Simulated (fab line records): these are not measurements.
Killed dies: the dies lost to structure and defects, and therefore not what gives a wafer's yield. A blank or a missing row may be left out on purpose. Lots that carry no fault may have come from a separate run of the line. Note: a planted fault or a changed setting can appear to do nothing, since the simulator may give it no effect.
A lot that was struck, set against a sound lot | flow n5Finfet | 15 out of 1938 route steps
Sound: the wafers L795.1, L795.3, L795.6. Struck: wafer L804.2. (L804.1 of the same lot was not struck and is left out.) The cause comes at the end.
For every step that has rows: the tool of each side, followed by ch and its chambers, followed by its first start. Under that, the readings that differ: sound wafers | struck wafers | difference of the means | sigmas: that difference in standard deviations of wafers without a fault.
alike: same words and numbers on both sides, and readings whose means sit less than 2 such deviations apart. not compared: any withheld reading, any reading some wafer has no value for, any bound like >300 that may hide the same value, and any number with overlapping values for which the record gives no deviation.
The two part at a step that has a row with sigmas, a row that says differs or no value, or rows on one side only. Numbers that have no deviation but don't overlap get no sigmas and don't part them. A reading that every wafer of one side lacks parts them only if that side has two wafers or more.

N5_BEOL_M13_TRENCH_ETCH_34: etches SiOC in C4F8/O2/Ar, target depth 413.47 nm, time 162.6 s.
  sound on rieDiel-01 ch 1,3, day 9 22:58; struck on rieDiel-01 ch 1, day 14 10:44
reading             | sound          | struck | difference | sigmas
oesProductAu (a.u.) | 0.69 0.89 0.69 | 0.97   | +0.21      | +2
  alike: O2_flow_sccm, drypumpMotorCurrentA, heInnerTorr, rfVppV, showerheadPlenumPTorr, throttleValvePct
  not compared: rfHoursCounterH
then, 1 step without rows for these wafers: N5_BEOL_M13_STRIP_70 (strips in C4F8/O2/Ar).
N5_BEOL_M13_OCD_MEAS_35:
  struck on ocd-02, day 14 10:54; sound on ocd-02, day 9 23:08
  alike: trenchDepthNm
then, 4 steps without rows for these wafers: N5_BEOL_M13_STRIP_37 (strips in N2/H2); N5_BEOL_M13_ETCH_38 (etches SiCN in CF4/N2, target depth 67.5 nm, time 71.9 s); N5_BEOL_M13_PRECLEAN_39 (cleans in residue remover, time 60 s); N5_BEOL_M13_SRD_40 (time 30 s, dry time 30 s).
N5_BEOL_M13_DEGAS_41: time 60 s.
  struck on pvdSputter-02, day 14 13:30; sound on pvdSputter-03, day 9 23:36
  alike: heaterPowerW
N5_BEOL_M13_PRE_CLEAN_42: time 30 s.
  struck on pvdSputter-02, day 14 13:32; sound on pvdSputter-03, day 9 23:38
  alike: heaterPowerW
N5_BEOL_M13_SPUTTER_43: material TaN, target thk 15 nm, time 24.19 s.
  struck on pvdSputter-02, day 14 13:35; sound on pvdSputter-03, day 9 23:41
  alike: throttleValvePct
then, 2 steps without rows for these wafers: N5_BEOL_M13_SPUTTER_44 (material Ta, target thk 10 nm, time 16.13 s); N5_BEOL_M13_SPUTTER_45 (material Cu, target thk 80 nm, time 13.33 s).
N5_BEOL_M13_ECD_47: material Cu, target thk 936 nm.
  sound on ecdCu-01 ch 0,1, day 9 23:57; struck on ecdCu-01 ch 0, day 14 13:52
reading                                | sound             | struck | difference | sigmas
model.Cu_of_BEOL_M13_ECD_47.thkNm (nm) | 925.8 947.4 936.4 | 1379   | +442       | 
N5_BEOL_M13_ANNEAL_48: time 90 s.
  sound on rtpAnneal-01 ch 0, day 10 00:07; struck on rtpAnneal-01 ch 0, day 14 14:01
  alike: annealTempC, wafer_temp_C_max
N5_PASSIVATION_PROBE_49:
  sound wafers here have rows in the record (prober-02, day 11 03:07); struck ones have none

## WHERE THEY PART
At N5_BEOL_M13_TRENCH_ETCH_34 first; at N5_PASSIVATION_PROBE_49 last (within this record only).

WHY: whatever the simulator had introduced
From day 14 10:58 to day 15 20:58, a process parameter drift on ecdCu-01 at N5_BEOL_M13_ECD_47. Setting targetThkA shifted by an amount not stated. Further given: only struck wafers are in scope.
